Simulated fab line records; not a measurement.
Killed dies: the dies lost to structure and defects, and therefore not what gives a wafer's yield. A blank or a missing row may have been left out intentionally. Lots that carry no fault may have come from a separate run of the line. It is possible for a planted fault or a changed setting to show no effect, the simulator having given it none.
Which tool did it? | flow nand_harc | Sampling: 13 lots, 39 wafers, 5 of 1159 route steps

## WHAT THE GAUGES READ, wafer by wafer
NHARC_A_BONDPAD_CD_MEAS_09: target cd 500 nm.
lot  | measured     | on        | cd_nm (nm)
L869 | day 18 01:31 | cd_sem-02 | 501.3 503.0 500.3
L873 | day 18 07:08 | cd_sem-01 | 501.2 502.7 500.7
L870 | day 18 11:56 | cd_sem-01 | 503.7 503.6 501.7
L871 | day 18 12:23 | cd_sem-01 | 502.4 500.7 502.0
L875 | day 18 13:12 | cd_sem-01 | 498.4 499.5 497.5
L874 | day 18 15:57 | cd_sem-03 | 498.4 495.3 497.4
L878 | day 20 18:06 | cd_sem-01 | 502.7 503.2 502.6
L881 | day 21 21:47 | cd_sem-03 | 501.2 500.0 498.8
L884 | day 21 22:59 | cd_sem-03 | 497.2 502.0 499.5
L886 | day 22 17:49 | cd_sem-03 | 501.1 498.7 501.6
L889 | day 22 20:05 | cd_sem-01 | 503.8 502.4 500.0
L888 | day 23 00:03 | cd_sem-01 | 501.3 499.4 497.9
L892 | day 23 19:53 | cd_sem-03 | 503.0 500.6 502.3

NHARC_THIN_TSV_THK_MEAS_02: measures by ir.
lot  | measured     | on            | thk_nm (nm)
L869 | day 18 16:53 | film_metro-01 | 3305 2940 2865
L873 | day 18 21:43 | film_metro-02 | 2699 2924 2758
L870 | day 19 03:05 | film_metro-01 | 2988 3121 3067
L871 | day 19 06:59 | film_metro-02 | 3139 3248 3291
L875 | day 19 05:47 | film_metro-02 | 3206 2810 3110
L874 | day 19 09:08 | film_metro-02 | 2843 2969 2983
L878 | day 21 08:35 | film_metro-02 | 3078 3184 3297
L881 | day 22 17:01 | film_metro-01 | 2761 3011 3178
L884 | day 22 18:14 | film_metro-01 | 3099 2931 2852
L886 | day 23 11:22 | film_metro-01 | 3129 3158 3132
L889 | day 23 13:15 | film_metro-01 | 3011 2901 2960
L888 | day 23 14:28 | film_metro-02 | 3153 3242 3343
L892 | day 24 11:08 | film_metro-02 | 3259 3431 3366

NHARC_END_SORT_01.
lot  | measured     | on        | killed_at_array | killed_at_other | killed_at_periphery | killed_dies | killed_open | killed_short
L878 | day 22 00:25 | prober-01 | 123 44 121      | 0 1 1           | 3 4 5               | 126 49 127  | 2 3 2       | 0 3 2
L881 | day 23 10:49 | prober-02 | 33 133 34       | 5 0 3           | 2 4 2               | 40 137 39   | 7 4 2       | 0 3 2

## WHAT TOOL EACH LOT RAN ON (gives the tool, then ch and the chambers of the sampled wafers, and finally the start)
lot  | NHARC_A_CONTACT_ETCH_129             | NHARC_A_BONDPAD_ETCH_12
L869 | har_cap_etch-02 ch 0, day 16 17:05   | rie_diel-04 ch 0,3, day 18 16:53 or earlier
L873 | har_cap_etch-01 ch 0,1, day 17 04:23 | rie_diel-07 ch 2,3, day 18 21:43 or earlier
L870 | har_cap_etch-03 ch 0,1, day 17 04:54 | rie_diel-05 ch 0,3, day 19 03:05 or earlier
L871 | har_cap_etch-03 ch 0,1, day 17 09:42 | rie_diel-07 ch 0,2,3, day 19 06:59 or earlier
L875 | har_cap_etch-02 ch 0,1, day 17 10:09 | rie_diel-04 ch 0,2,3, day 19 05:47 or earlier
L874 | har_cap_etch-02 ch 1, day 17 14:20   | rie_diel-04 ch 1,2,3, day 19 09:08 or earlier
L878 | har_cap_etch-02 ch 0,1, day 19 03:06 | rie_diel-07 ch 0,2,3, day 21 08:35 or earlier
L881 | har_cap_etch-02 ch 0,1, day 20 14:15 | rie_diel-04 ch 0,1,2, day 22 17:01 or earlier
L884 | har_cap_etch-03 ch 0,1, day 20 16:08 | rie_diel-04 ch 2,3, day 22 18:14 or earlier
L886 | har_cap_etch-03 ch 0,1, day 21 11:08 | rie_diel-04 ch 0,1, day 23 11:22 or earlier
L889 | har_cap_etch-01 ch 0,1, day 21 13:49 | rie_diel-04 ch 0,2,3, day 23 13:15 or earlier
L888 | har_cap_etch-01 ch 0,1, day 21 18:29 | rie_diel-04 ch 0,1, day 23 14:28 or earlier
L892 | har_cap_etch-03 ch 0,1, day 22 13:49 | rie_diel-07 ch 0,1,2, day 24 11:08 or earlier
- NHARC_A_CONTACT_ETCH_129: etches the open film in C4F8/O2/Ar, time 155 s, target depth 956 nm.
- NHARC_A_BONDPAD_ETCH_12: etches the open film in CHF3/O2, target depth 220 nm, time 110 s.

## AS READ BY THE TOOLS THEMSELVES (means over the sampled wafers that have a number; for cases with no such wafer, the mark the record gives instead)
NHARC_A_BONDPAD_ETCH_12.
lot  | tool        | drypump_motor_current_A (A) | oes_product_au (a.u.) | rf_vpp_V (V) | showerhead_plenum_p_Torr (Torr) | throttle_valve_pct (%)
L869 | rie_diel-04 | 5.9                         | 0.915                 | 371.0        | 2.46                            | 20.570
L873 | rie_diel-07 | 6.2                         | 0.958                 | 372.7        | 2.52                            | 20.576
L870 | rie_diel-05 | 5.5                         | 0.924                 | 370.6        | 2.41                            | 20.568
L871 | rie_diel-07 | 5.9                         | 0.970                 | 371.6        | 2.48                            | 20.572
L875 | rie_diel-04 | 5.8                         | 0.962                 | 370.0        | 2.36                            | 20.581
L874 | rie_diel-04 | 6.0                         | 0.920                 | 371.4        | 2.42                            | 20.574
L878 | rie_diel-07 | 5.9                         | 0.926                 | 371.5        | 2.47                            | 20.569
L881 | rie_diel-04 | 5.6                         | 0.913                 | 369.2        | 2.31                            | 20.562
L884 | rie_diel-04 | 6.2                         | 0.947                 | 371.8        | 2.46                            | 20.583
L886 | rie_diel-04 | 5.4                         | 0.967                 | 368.7        | 2.31                            | 20.564
L889 | rie_diel-04 | 5.8                         | 0.918                 | 368.2        | 2.36                            | 20.582
L888 | rie_diel-04 | 5.5                         | 0.953                 | 370.9        | 2.38                            | 20.565
L892 | rie_diel-07 | 6.3                         | 0.938                 | 371.2        | 2.44                            | 20.575

## THE ANSWER, worked out from the rows above alone
Rule: usual is defined by the lots themselves. Put in order of their means at a reading, lots are off if they are a third of the lots or fewer, leave a main group of 4 or more, and stand apart from it by a gap of 3 or more times the standard deviation of the main group's means; of several such gaps the widest counts. If all means in a main group match to the digits the tables above print for the reading, that group is not used. A lot without any number at a reading at which 4 lots or more have one is off too. Where the step has rows for the other lots, those lots are counted as sound. After the gauges, taken in route order, come the tools' own readings; for these a lot's mean is taken, as printed above. At the first step where some lot is off, the reading lying furthest off is the one used; lots without a number count as furthest.
No lot is off on any of the readings shown, so nothing can be concluded from this.

## WHAT THE SIMULATOR PUT IN
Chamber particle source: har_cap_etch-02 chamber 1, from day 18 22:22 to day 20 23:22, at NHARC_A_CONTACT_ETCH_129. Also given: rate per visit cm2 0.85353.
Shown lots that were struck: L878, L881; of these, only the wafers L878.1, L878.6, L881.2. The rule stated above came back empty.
